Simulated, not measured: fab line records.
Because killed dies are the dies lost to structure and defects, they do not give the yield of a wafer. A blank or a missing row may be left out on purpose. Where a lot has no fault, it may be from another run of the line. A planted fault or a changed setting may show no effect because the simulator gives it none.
fab line records    flow n5Finfet
record lots=10  wafers=30  lastDay=18
route steps=1938 shown BEOL_M4@1111 BEOL_M15@1824 MIM_TOP_LITHO@1849 TV_LITHO@1883 TV_OPEN@1890 PASSIVATION@1936
lots that met no fault: taken from a fault-free run of the same line
startH: start of the lot's first displayed wafer, in hours after the record's first day    waitH: hours elapsed since this lot's preceding step    " repeats the value in the row above    L1.1+2: several wafers, shown together as one row    - either no value or no given start    * or withheld: withheld    < > ~ a bound
route shown NAME@n: a module of which the file shows steps, and the number in the route of the first    usual: mean/standard deviation taken from wafers without a fault    same: alike in all rows    chamber/n: place in a boat    sites: readings site by site    _std_site: the standard deviation of these    _edge_site: outer sites' mean less inner sites'    radiusMm: for every site, how far away it sits from the centre of the wafer    mask NAME#n: copy n    behind: the most recent tool/chamber to have shaped the wafer    hold: why the lot was held/for how many hours/how that ended    device: names the non-switching transistor (n, p or np)    end of line: the tests these same wafers got at the end of their route    where a step has no rows: the recipe by itself    killed: count of dies lost to structure and defects at first sort (not the wafer's yield)    map: dies across one wafer; x = killed, . = not, _ = none there
set.NAME: the setting as run; set.NAME@STEP: as run at that earlier step    model.NAME: the simulator's own value behind a step, which no gauge read
steps of the route over a sample of lots; a table a step, a row a wafer
services: the hour from which a tool's chamber was out of use, counted from the record's first day as startH (under 0 if before that day), plus the number of hours and why
## steps
# step N5_BEOL_M4_RC_MEAS_101
# usual DIBL_N=36.9/1.7  DIBL_P=37.3/2.3  IOFF_N=0.16/0.033  IOFF_P=0.22/0.04  ION_N=673/12  ION_P=463/8  SS_N=71.6/0.58  SS_P=73.4/0.74  VT_N=250/3.2  VT_P=-250/3.4
lot.wafer  tool       chamber  startH  waitH  DIBL_N[mV/V]  DIBL_P[mV/V]  IOFF_N[nA/um]  IOFF_P[nA/um]  ION_N[uA/um]  ION_P[uA/um]  SS_N[mV/dec]  SS_P[mV/dec]  VT_N[mV]  VT_P[mV]
L270.2     prober-01  0        165.78  0.2    38.3          40.6          0.22           0.29           691           471           71.8          74.1          247       -247
L270.3     "          0        "       "      39.7          42.2          0.25           0.33           681           473           73.0          74.5          243       -244
L270.5     "          0        "       "      36.7          38.1          0.18           0.24           675           467           72.2          73.4          250       -248
L271.2     prober-02  0        181.31  0.2    35.8          38.3          0.15           0.19           669           455           71.9          74.0          251       -256
L271.4     "          0        "       "      36.7          38.5          0.16           0.20           675           463           71.5          73.6          249       -255
L271.6     "          0        "       "      36.7          39.2          0.16           0.21           667           458           71.4          74.5          250       -254
L272.3     prober-02  0        190.68  0.3    39.3          42.2          0.25           0.33           684           475           72.0          73.5          245       -245
L272.4     "          0        "       "      38.8          40.3          0.20           0.28           681           465           71.8          74.5          248       -247
L272.6     "          0        "       "      36.7          38.6          0.17           0.25           695           480           72.0          72.9          250       -247
L281.3     prober-01  0        242.60  0.3    38.1          37.6          0.16           0.21           661           458           71.7          73.0          249       -251
L281.5     "          0        "       "      37.3          38.4          0.16           0.24           672           470           71.2          73.5          250       -247
L281.6     "          0        "       "      36.4          37.6          0.15           0.22           681           473           71.1          73.7          250       -247
L284.1     prober-02  0        254.92  0.0    38.1          37.7          0.17           0.26           676           469           71.7          73.6          250       -247
L284.5     "          0        "       "      38.0          36.8          0.17           0.22           674           462           71.7          73.1          248       -252
L284.6     "          0        "       "      36.9          36.9          0.17           0.24           699           477           71.6          73.4          249       -249
L287.1     prober-01  0        273.88  0.0    37.3          38.6          0.19           0.23           678           463           72.3          73.4          248       -248
L287.4     "          0        "       "      36.8          38.4          0.18           0.25           676           463           71.2          73.5          249       -247
L287.5     "          0        "       "      36.2          38.2          0.16           0.23           669           460           71.0          73.0          252       -247
L290.2     prober-02  0        304.66  0.2    37.1          37.2          0.18           0.22           677           461           71.6          74.7          246       -251
L290.3     "          0        "       "      34.8          35.2          0.14           0.18           677           458           70.7          72.4          252       -254
L290.4     "          0        "       "      32.6          31.7          0.10           0.15           650           449           69.9          72.3          257       -259
L292.3     prober-02  0        307.75  0.3    38.6          39.3          0.18           0.24           673           459           71.7          73.9          252       -252
L292.4     "          0        "       "      39.3          39.4          0.18           0.23           669           459           72.6          74.4          251       -253
L292.5     "          0        "       "      37.7          38.0          0.14           0.21           661           453           72.0          73.8          255       -255
L291.3     prober-01  0        308.31  0.3    34.2          36.0          0.12           0.19           669           467           71.6          72.4          256       -254
L291.5     "          0        "       "      39.0          41.1          0.20           0.27           677           465           72.0          73.9          246       -248
L291.6     "          0        "       "      36.4          37.0          0.14           0.21           667           464           71.3          73.9          254       -248
L293.2     prober-02  0        311.07  0.2    36.1          35.9          0.13           0.19           649           447           71.3          72.5          254       -250
L293.4     "          0        "       "      38.0          37.9          0.15           0.22           676           464           71.4          73.6          252       -249
L293.5     "          0        "       "      37.1          36.7          0.14           0.20           662           456           70.7          73.4          252       -253
# step N5_BEOL_M15_CMP_49
# recipe stopOn=SiO2  tOverpolishS=4.9  downForcePsi=2  platenRpm=80  clearingPlatenDownForcePsi=2  clearingPlatenRpm=80  postCmpClean=cuAlkaline  targetThkNm=850  clearingPlatenPadVelocityMS=1.5917  padVelocityMS=1.5917
# usual barrierFieldEndpointS=11.33/0.3  motorCurrentA=8.4/0.64  overpolishRunS=4.900/0.0089
lot.wafer  tool    chamber  startH  waitH  barrierFieldEndpointS  motorCurrentA  overpolishRunS
L270.3     cmp-04  1        256.88  0.2    11.26                  9.3            4.907
L270.2     "       2        "       "      11.32                  8.4            4.888
L270.5     "       0        "       "      11.38                  7.4            4.899
L271.4     cmp-02  3        275.95  0.2    11.38                  8.4            4.918
L271.2     "       0        "       "      11.30                  8.6            4.907
L271.6     "       3        "       "      11.47                  8.5            4.914
L272.3     cmp-04  0        290.49  0.2    10.78                  7.7            4.901
L272.4     "       2        "       "      11.19                  8.2            4.888
L272.6     "       3        "       "      10.84                  9.0            4.903
L281.3     cmp-03  2        344.86  0.2    11.39                  9.0            4.898
L281.6     "       2        "       "      11.45                  8.8            4.892
L281.5     "       3        "       "      11.53                  7.5            4.901
L284.1     cmp-02  1        344.93  0.3    11.00                  9.0            4.899
L284.6     "       0        "       "      11.41                  8.7            4.895
L284.5     "       1        "       "      11.15                  9.1            4.908
L287.1     cmp-04  3        371.52  0.3    11.20                  9.3            4.931
L287.4     "       0        "       "      11.07                  7.7            4.902
L287.5     "       2        "       "      10.96                  8.5            4.913
L291.3     cmp-03  0        388.53  0.2    11.57                  8.3            4.903
L291.5     "       0        "       "      11.56                  8.5            4.900
L291.6     "       1        "       "      11.62                  8.9            4.890
L290.2     cmp-02  3        389.21  0.2    11.34                  8.6            4.905
L290.4     "       0        "       "      11.63                  8.1            4.902
L290.3     "       2        "       "      11.33                  7.2            4.906
L293.4     cmp-04  1        393.26  0.2    11.30                  8.8            4.878
L293.2     "       2        "       "      11.34                  8.2            4.901
L293.5     "       0        "       "      11.63                  7.2            4.922
L292.4     cmp-02  0        403.32  0.2    11.77                  8.9            4.896
L292.3     "       1        "       "      11.72                  8.8            4.913
L292.5     "       0        "       "      11.86                  8.8            4.893
# step N5_MIM_TOP_LITHO_INSPECT_12
# recipe mode=adi  inspectInstrument=macro
# usual rawDefectCount=2.3/1.4
lot.wafer  tool              chamber  startH  waitH  rawDefectCount
L270.2     defectInspect-02  -        261.54  0.0    1
L270.3     "                 -        "       "      3
L270.5     "                 -        "       "      1
L271.2     defectInspect-02  -        282.47  0.0    2
L271.4     "                 -        "       "      0
L271.6     "                 -        "       "      0
L272.3     defectInspect-02  -        293.63  0.0    2
L272.4     "                 -        "       "      4
L272.6     "                 -        "       "      0
L284.1     defectInspect-01  -        349.03  0.0    3
L284.5     "                 -        "       "      0
L284.6     "                 -        "       "      1
L281.3     defectInspect-01  -        349.19  0.0    4
L281.5     "                 -        "       "      6
L281.6     "                 -        "       "      5
L287.1     defectInspect-02  -        376.07  0.0    3
L287.4     "                 -        "       "      0
L287.5     "                 -        "       "      4
L291.3     defectInspect-02  -        392.82  0.0    1
L291.5     "                 -        "       "      0
L291.6     "                 -        "       "      2
L290.2     defectInspect-01  -        394.18  0.0    1
L290.3     "                 -        "       "      3
L290.4     "                 -        "       "      4
L293.2     defectInspect-01  -        397.27  0.0    1
L293.4     "                 -        "       "      3
L293.5     "                 -        "       "      3
L292.3     defectInspect-02  -        408.31  0.0    2
L292.4     "                 -        "       "      3
L292.5     "                 -        "       "      4
# step N5_PASSIVATION_CD_MEAS_10
# recipe targetCdNm=3000  landingEnergyEv=500  detector=seInlens
# usual cdNm=3001.7/2.2
lot.wafer  tool      chamber  startH  waitH  cdNm
L270.2     cdSem-01  0        266.35  -      2999.7
L270.3     "         0        "       "      3001.7
L270.5     "         0        "       "      3003.3
L271.2     cdSem-03  0        286.64  -      3001.2
L271.4     "         0        "       "      3002.5
L271.6     "         0        "       "      3001.8
L272.3     cdSem-02  0        298.43  -      2999.3
L272.4     "         0        "       "      3000.9
L272.6     "         0        "       "      2996.4
L281.3     cdSem-02  0        351.69  -      3003.3
L281.5     "         0        "       "      3001.6
L281.6     "         0        "       "      3000.4
L284.1     cdSem-03  0        351.85  -      3003.5
L284.5     "         0        "       "      2999.4
L284.6     "         0        "       "      3005.3
L287.1     cdSem-03  0        378.39  -      3003.0
L287.4     "         0        "       "      2999.6
L287.5     "         0        "       "      3002.5
L291.3     cdSem-01  0        395.22  -      3001.7
L291.5     "         0        "       "      2997.2
L291.6     "         0        "       "      2998.3
L293.2     cdSem-03  0        400.25  -      3000.8
L293.4     "         0        "       "      3003.2
L293.5     "         0        "       "      3005.5
L290.2     cdSem-01  0        400.42  -      3001.7
L290.3     "         0        "       "      2998.5
L290.4     "         0        "       "      2998.0
L292.3     cdSem-01  0        413.14  -      3003.7
L292.4     "         0        "       "      3002.4
L292.5     "         0        "       "      3005.5
# step N5_PASSIVATION_ETCH_15
# recipe chemistry=CF4/N2  target=SiCN  targetDepthA=750  taperDeg=2  timeS=81.2  ionEnergyEv=150  maskMaterial=SiNx  pressureMtorr=40  sourceW=430  biasW=70  Ar_flow_sccm=100  cf4FlowSccm=60  n2FlowSccm=60
# usual biasW=70.04/0.21  cf4FlowSccm=59.99/0.17  drypumpMotorCurrentA=5.6/0.47  oesProductAu=0.80/0.069  rfVppV=382.6/2.1  showerheadPlenumPTorr=2.22/0.086  throttleValvePct=15.38/0.27
lot.wafer  tool        chamber  startH  waitH  biasW  cf4FlowSccm  drypumpMotorCurrentA  oesProductAu  rfHoursCounterH  rfVppV  showerheadPlenumPTorr  throttleValvePct
L270.2     rieDiel-04  1        266.83  -      69.88  60.07        5.0                   0.94          6                380.6   2.16                   15.11
L270.3     "           0        "       "      69.87  59.85        6.3                   0.84          73               380.9   2.14                   15.56
L270.5     "           0        "       "      70.01  60.14        6.3                   0.83          -                381.0   2.14                   15.56
L271.2     rieDiel-03  1        287.34  -      70.02  59.99        4.9                   0.90          38               383.0   2.25                   15.32
L271.4     "           0        "       "      70.12  60.01        5.8                   0.69          -                382.6   2.28                   15.92
L271.6     "           3        "       "      70.15  60.19        5.9                   0.85          -                382.6   2.24                   15.32
L272.3     rieDiel-03  1        299.15  -      69.94  60.07        4.9                   0.89          43               383.4   2.25                   15.34
L272.4     "           1        "       "      69.95  59.78        4.9                   0.90          -                384.2   2.25                   15.33
L272.6     "           0        "       "      70.08  59.95        5.8                   0.69          -                383.6   2.28                   15.92
L281.3     rieDiel-05  0        352.17  -      -      -            -                     -             -                -       -                      -
L281.5     "           2        "       "      -      -            -                     -             -                -       -                      -
L281.6     "           1        "       "      -      -            -                     -             -                -       -                      -
L284.1     rieDiel-03  0        352.34  -      -      -            -                     -             -                -       -                      -
L284.5     "           3        "       "      -      -            -                     -             -                -       -                      -
L284.6     "           2        "       "      -      -            -                     -             -                -       -                      -
L287.1     rieDiel-03  1        378.87  -      70.07  59.95        4.9                   0.85          69               383.5   2.24                   15.39
L287.4     "           2        "       "      70.13  59.98        5.9                   0.90          24               384.6   2.35                   15.09
L287.5     "           0        "       "      70.07  59.85        5.8                   0.67          -                382.6   2.27                   15.98
L291.3     rieDiel-05  0        395.74  -      70.19  59.78        6.1                   0.84          92               382.0   2.15                   15.09
L291.5     "           0        "       "      70.18  59.89        6.1                   0.83          -                380.5   2.15                   15.08
L291.6     "           3        "       "      70.00  60.01        5.4                   0.78          -                382.9   2.20                   15.56
L293.2     rieDiel-03  0        400.73  -      69.84  60.18        5.8                   0.67          245              382.0   2.26                   15.99
L293.4     "           3        "       "      70.25  59.93        5.9                   0.81          94               381.9   2.23                   15.40
L293.5     "           2        "       "      69.80  59.88        6.0                   0.88          -                385.8   2.34                   15.12
L290.2     rieDiel-04  2        400.90  -      70.27  59.80        5.0                   0.71          234              381.4   2.09                   15.56
L290.3     "           0        "       "      69.78  60.05        6.3                   0.79          115              380.9   2.12                   15.65
L290.4     "           3        "       "      69.97  59.89        5.4                   0.76          105              384.0   2.33                   15.11
L292.3     rieDiel-03  2        413.69  -      69.80  59.97        6.0                   0.88          34               386.9   2.34                   15.13
L292.4     "           3        "       "      69.98  59.63        5.9                   0.80          98               382.7   2.23                   15.43
L292.5     "           1        "       "      69.74  60.16        4.9                   0.83          -                381.9   2.24                   15.40
# step N5_PASSIVATION_PROBE_49
# usual defectLimitedYield=91.2/1.3  killed_at_M0_to_M3=34/10  killed_at_M4_up=13/4.6  killedAtContacts=13/5.5  killedAtFrontEnd=41/12  killedAtOther=2.8/2.4  killedDies=104/16  killedOnRim=14/4.2  killedOpen=67/12  killedShort=33/7.2  sort_bin_5_function=5.1/0.86  sort_bin_6_memory=3.3/0.62  sortNPass=1076/16  sortYieldPct=91.2/1.3
# same grossDies=1180  killedAtBackSide=0  sort_bin_4_leakage[%]=0  sort_bin_8_speed[%]=0
lot.wafer  tool       chamber  startH  waitH  defectLimitedYield[%]  killed_at_M0_to_M3  killed_at_M4_up  killedAtContacts  killedAtFrontEnd  killedAtOther  killedDies  killedOnRim  killedOpen  killedShort  sort_bin_5_function[%]  sort_bin_6_memory[%]  sortNPass  sortYieldPct[%]
L284.1     prober-02  -        358.99  0.0    0                      37                  11               11                45                1076           1180        152          65          38           96.1                    3.3                   0          0
L284.5     prober-02  -        359.19  0.2    0                      29                  18               5                 54                1074           1180        152          74          32           96.9                    2.8                   0          0
L284.6     prober-02  -        359.24  0.3    0                      22                  14               16                47                1081           1180        152          69          31           97.0                    2.5                   0          0
L281.3     prober-01  -        360.57  1.0    0                      42                  9                20                23                1086           1180        152          66          28           96.8                    3.1                   0          0
L281.5     prober-01  -        360.67  1.1    0                      48                  17               15                37                1063           1180        152          83          33           96.6                    3.1                   0          0
L281.6     prober-01  -        360.72  1.2    0                      31                  8                13                20                1108           1180        152          52          21           97.8                    2.0                   0          0
# killed by level:class
L284.1 TV_OPEN:areaEtch=1076 STI_FIN_REVEAL:geometricParticle:open=9 BEOL_M1:geometricParticle:open=8 BEOL_M0_SAQP:geometricParticle:open=7 FIN_SAQP:geometricParticle:open=6 MOL_CONTACT_COAG:geometricParticle:short=6 BEOL_M2:geometricParticle:open=6 DUMMY_GATE:geometricParticle:open=5
L284.5 TV_OPEN:areaEtch=1074 STI_FIN_REVEAL:geometricParticle:open=13 BEOL_M0_SAQP:geometricParticle:short=10 GATE_CUT:geometricParticle:short=10 BEOL_M0_SAQP:geometricParticle:open=9 GATE_CUT:geometricParticle:open=8 BEOL_M4:geometricParticle:open=7 MOL_CONTACT_COAG:geometricParticle:open=5
L284.6 TV_OPEN:areaEtch=1080 MOL_CONTACT_COAG:geometricParticle:open=12 GATE_CUT:geometricParticle:short=11 BEOL_M4:geometricParticle:open=10 STI_FIN_REVEAL:geometricParticle:open=9 FIN_SAQP:geometricParticle:open=8 BEOL_M3:geometricParticle:open=7 FIN_SAQP:geometricParticle:short=5
L281.3 TV_OPEN:areaEtch=1086 MOL_CONTACT_COAG:geometricParticle:open=16 FIN_SAQP:geometricParticle:open=8 BEOL_M0_SAQP:geometricParticle:open=8 BEOL_M1:geometricParticle:open=8 BEOL_M0_SAQP:geometricParticle:short=7 STARTING-WAFER:geometricParticle:open=5 MOL_CONTACT_COAG:geometricParticle:short=4
L281.5 TV_OPEN:areaEtch=1063 BEOL_M2:geometricParticle:open=12 FIN_SAQP:geometricParticle:open=10 STI_FIN_REVEAL:geometricParticle:open=10 MOL_CONTACT_COAG:geometricParticle:open=10 BEOL_M3:geometricParticle:open=9 BEOL_M4:geometricParticle:open=6 BEOL_M1:geometricParticle:open=6
L281.6 TV_OPEN:areaEtch=1107 MOL_CONTACT_COAG:geometricParticle:open=12 BEOL_M2:geometricParticle:open=10 STI_FIN_REVEAL:geometricParticle:open=7 BEOL_M3:geometricParticle:open=5 BEOL_M0_SAQP:geometricParticle:short=4 BEOL_M0_SAQP:geometricParticle:open=3 BEOL_M3:geometricParticle:short=3
## services
tool        chamber  startH  hours  kind
cmp-04      -        239.55  1.1    repair
rieDiel-05  -        243.98  0.4    repair
rieDiel-05  1        248.26  8.4    repair
rieDiel-05  -        265.91  4.3    pm
cmp-04      -        270.86  6.2    pm
rieDiel-05  -        283.06  1.3    repair
rieDiel-03  2        284.87  -      clean
rieDiel-03  2        284.87  -      consumableReplace:focusRing
rieDiel-03  2        284.87  -      consumableReplace:showerhead
rieDiel-03  2        284.87  22.5   scheduledDown
cmp-03      -        296.21  4.0    pm
cmp-02      -        297.12  0.5    repair
rieDiel-04  2        310.40  11.5   repair
cmp-03      -        316.56  0.2    repair
cmp-02      -        321.56  0.3    repair
cmp-04      -        355.32  2.5    repair
rieDiel-05  0        359.28  1.5    repair
rieDiel-05  3        373.86  6.3    repair
rieDiel-04  2        377.70  15.9   repair
rieDiel-03  3        383.78  2.1    repair
cmp-02      -        393.56  1.6    repair
rieDiel-03  0        402.34  8.1    repair
cmp-02      -        407.81  4.0    pm
cmp-04      -        409.39  1.3    repair
## key
firstSign step=N5_PASSIVATION_ETCH_15  reading=toolRecord  direction=missing
effect step=N5_PASSIVATION_PROBE_49  reading=killedAtOther  direction=up  sigmas=99+  usual=2.8  struck=1081.3
moreKillsBornAt N5_PASSIVATION_ETCH_15@rieDiel-05=3256  N5_PASSIVATION_ETCH_15@rieDiel-03=3230
metAt N5_PASSIVATION_ETCH_15
struckLots L281,L284
laterRowsLeftOut L281.3,L281.5,L281.6,L284.1,L284.5,L284.6
notActingAt N5_BEOL_M15_CMP_49,N5_MIM_TOP_LITHO_INSPECT_12,N5_PASSIVATION_CD_MEAS_10
onsetBetween 299.15 352.17
fault kind=skippedStepWhole  tool=rieDiel-03,rieDiel-05  chamber=-  onsetH=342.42  steps=N5_PASSIVATION_ETCH_15  scope=struckLotsOnly
# laterRowsLeftOut: the simulator's readings of these wafers behind a module that went badly wrong aren't trusted and aren't shown, but for the sort
